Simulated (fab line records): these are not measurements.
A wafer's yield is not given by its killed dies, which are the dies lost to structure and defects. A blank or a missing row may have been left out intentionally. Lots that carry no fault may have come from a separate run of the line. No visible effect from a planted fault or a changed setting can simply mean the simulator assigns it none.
Chamber matching / flow n5Finfet / 4 sister chambers for N5_BEOL_M5_ETCH_72 on rieDiel-03
The step etches underlayer in N2/H2, target depth 6.5 nm, time 5.2 s. 27 wafers are shown with their chamber, then 12 later ones without.

== WAFERS, EACH WITH ITS CHAMBER ==
wafer=L074.1; chamber=0; drypumpMotorCurrentA (A)=6.0; showerheadPlenumPTorr (Torr)=2.48; throttleValvePct (%)=17.93
wafer=L074.3; chamber=2; drypumpMotorCurrentA (A)=5.9; showerheadPlenumPTorr (Torr)=2.59; throttleValvePct (%)=17.86
wafer=L074.5; chamber=2; drypumpMotorCurrentA (A)=5.9; showerheadPlenumPTorr (Torr)=2.59; throttleValvePct (%)=17.85
wafer=L075.2; chamber=0; drypumpMotorCurrentA (A)=6.0; showerheadPlenumPTorr (Torr)=2.48; throttleValvePct (%)=17.94
wafer=L075.4; chamber=1; drypumpMotorCurrentA (A)=5.2; showerheadPlenumPTorr (Torr)=2.61; throttleValvePct (%)=17.74
wafer=L075.5; chamber=3; drypumpMotorCurrentA (A)=6.2; showerheadPlenumPTorr (Torr)=2.45; throttleValvePct (%)=17.62
wafer=L077.1; chamber=0; drypumpMotorCurrentA (A)=6.0; showerheadPlenumPTorr (Torr)=2.48; throttleValvePct (%)=17.92
wafer=L077.4; chamber=2; drypumpMotorCurrentA (A)=5.9; showerheadPlenumPTorr (Torr)=2.58; throttleValvePct (%)=17.85
wafer=L077.6; chamber=0; drypumpMotorCurrentA (A)=6.0; showerheadPlenumPTorr (Torr)=2.48; throttleValvePct (%)=17.92
wafer=L076.4; chamber=3; drypumpMotorCurrentA (A)=6.2; showerheadPlenumPTorr (Torr)=2.45; throttleValvePct (%)=17.60
wafer=L076.5; chamber=3; drypumpMotorCurrentA (A)=6.2; showerheadPlenumPTorr (Torr)=2.45; throttleValvePct (%)=17.61
wafer=L076.6; chamber=0; drypumpMotorCurrentA (A)=6.0; showerheadPlenumPTorr (Torr)=2.48; throttleValvePct (%)=17.95
wafer=L086.3; chamber=0; drypumpMotorCurrentA (A)=6.0; showerheadPlenumPTorr (Torr)=2.47; throttleValvePct (%)=18.00
wafer=L086.5; chamber=0; drypumpMotorCurrentA (A)=6.0; showerheadPlenumPTorr (Torr)=2.47; throttleValvePct (%)=17.98
wafer=L086.6; chamber=3; drypumpMotorCurrentA (A)=6.2; showerheadPlenumPTorr (Torr)=2.44; throttleValvePct (%)=17.65
wafer=L087.2; chamber=1; drypumpMotorCurrentA (A)=5.2; showerheadPlenumPTorr (Torr)=2.60; throttleValvePct (%)=17.34
wafer=L087.4; chamber=0; drypumpMotorCurrentA (A)=6.0; showerheadPlenumPTorr (Torr)=2.47; throttleValvePct (%)=17.99
wafer=L087.6; chamber=2; drypumpMotorCurrentA (A)=5.8; showerheadPlenumPTorr (Torr)=2.57; throttleValvePct (%)=17.91
wafer=L090.3; chamber=2; drypumpMotorCurrentA (A)=5.9; showerheadPlenumPTorr (Torr)=2.57; throttleValvePct (%)=17.90
wafer=L090.5; chamber=0; drypumpMotorCurrentA (A)=6.0; showerheadPlenumPTorr (Torr)=2.47; throttleValvePct (%)=17.99
wafer=L090.6; chamber=3; drypumpMotorCurrentA (A)=6.2; showerheadPlenumPTorr (Torr)=2.44; throttleValvePct (%)=17.65
wafer=L095.4; chamber=1; drypumpMotorCurrentA (A)=5.2; showerheadPlenumPTorr (Torr)=2.60; throttleValvePct (%)=17.38
wafer=L095.5; chamber=3; drypumpMotorCurrentA (A)=6.2; showerheadPlenumPTorr (Torr)=2.43; throttleValvePct (%)=17.68
wafer=L095.6; chamber=2; drypumpMotorCurrentA (A)=5.9; showerheadPlenumPTorr (Torr)=2.57; throttleValvePct (%)=17.95
wafer=L091.1; chamber=2; drypumpMotorCurrentA (A)=5.9; showerheadPlenumPTorr (Torr)=2.57; throttleValvePct (%)=17.94
wafer=L091.2; chamber=0; drypumpMotorCurrentA (A)=6.0; showerheadPlenumPTorr (Torr)=2.46; throttleValvePct (%)=18.01
wafer=L091.3; chamber=1; drypumpMotorCurrentA (A)=5.2; showerheadPlenumPTorr (Torr)=2.60; throttleValvePct (%)=17.38

SIGNATURES (averages over the wafers above)
reading=drypumpMotorCurrentA; chamber 0=6.000; chamber 1=5.200; chamber 2=5.886; chamber 3=6.200; scatter within a chamber=0.0193
reading=showerheadPlenumPTorr; chamber 0=2.4740; chamber 1=2.6025; chamber 2=2.5771; chamber 3=2.4433; scatter within a chamber=0.00778
reading=throttleValvePct; chamber 0=17.9630; chamber 1=17.4600; chamber 2=17.8943; chamber 3=17.6350; scatter within a chamber=0.0756
Rule: a wafer lies at a distance from a chamber equal to the root of the sum of squares, over the readings, of (its reading less the chamber's mean, divided by the reading's scatter). If the next closest chamber is less than 2 further off than the closest, the wafer can't be placed; otherwise it belongs to the closest. The scatter: the root of (the sum of the squares of (reading less its chamber's mean) over the shown wafers, divided by (wafers less chambers)).

== WAFERS WHOSE CHAMBER IS MISSING ==
wafer=L092.1; drypumpMotorCurrentA (A)=6.1; showerheadPlenumPTorr (Torr)=2.43; throttleValvePct (%)=17.69
wafer=L092.2; drypumpMotorCurrentA (A)=5.2; showerheadPlenumPTorr (Torr)=2.60; throttleValvePct (%)=17.38
wafer=L092.5; drypumpMotorCurrentA (A)=6.2; showerheadPlenumPTorr (Torr)=2.43; throttleValvePct (%)=17.69
wafer=L094.1; drypumpMotorCurrentA (A)=5.2; showerheadPlenumPTorr (Torr)=2.60; throttleValvePct (%)=17.41
wafer=L094.5; drypumpMotorCurrentA (A)=5.2; showerheadPlenumPTorr (Torr)=2.60; throttleValvePct (%)=17.38
wafer=L094.6; drypumpMotorCurrentA (A)=6.0; showerheadPlenumPTorr (Torr)=2.46; throttleValvePct (%)=18.02
wafer=L089.1; drypumpMotorCurrentA (A)=5.2; showerheadPlenumPTorr (Torr)=2.60; throttleValvePct (%)=17.38
wafer=L089.2; drypumpMotorCurrentA (A)=6.2; showerheadPlenumPTorr (Torr)=2.43; throttleValvePct (%)=17.70
wafer=L089.3; drypumpMotorCurrentA (A)=6.0; showerheadPlenumPTorr (Torr)=2.46; throttleValvePct (%)=18.01
wafer=L082.1; drypumpMotorCurrentA (A)=5.8; showerheadPlenumPTorr (Torr)=2.56; throttleValvePct (%)=17.94
wafer=L082.3; drypumpMotorCurrentA (A)=6.2; showerheadPlenumPTorr (Torr)=2.43; throttleValvePct (%)=17.71
wafer=L082.6; drypumpMotorCurrentA (A)=6.2; showerheadPlenumPTorr (Torr)=2.43; throttleValvePct (%)=17.69

== EACH ONE'S CHAMBER ==
wafer=L092.1; from the rows above=3; in truth=3
wafer=L092.2; from the rows above=1; in truth=1
wafer=L092.5; from the rows above=3; in truth=3
wafer=L094.1; from the rows above=1; in truth=1
wafer=L094.5; from the rows above=1; in truth=1
wafer=L094.6; from the rows above=0; in truth=0
wafer=L089.1; from the rows above=1; in truth=1
wafer=L089.2; from the rows above=3; in truth=3
wafer=L089.3; from the rows above=0; in truth=0
wafer=L082.1; from the rows above=2; in truth=2
wafer=L082.3; from the rows above=3; in truth=3
wafer=L082.6; from the rows above=3; in truth=3
Correctly placed: 12 of 12. Not placeable from these rows: 0. 0 placed wrongly.
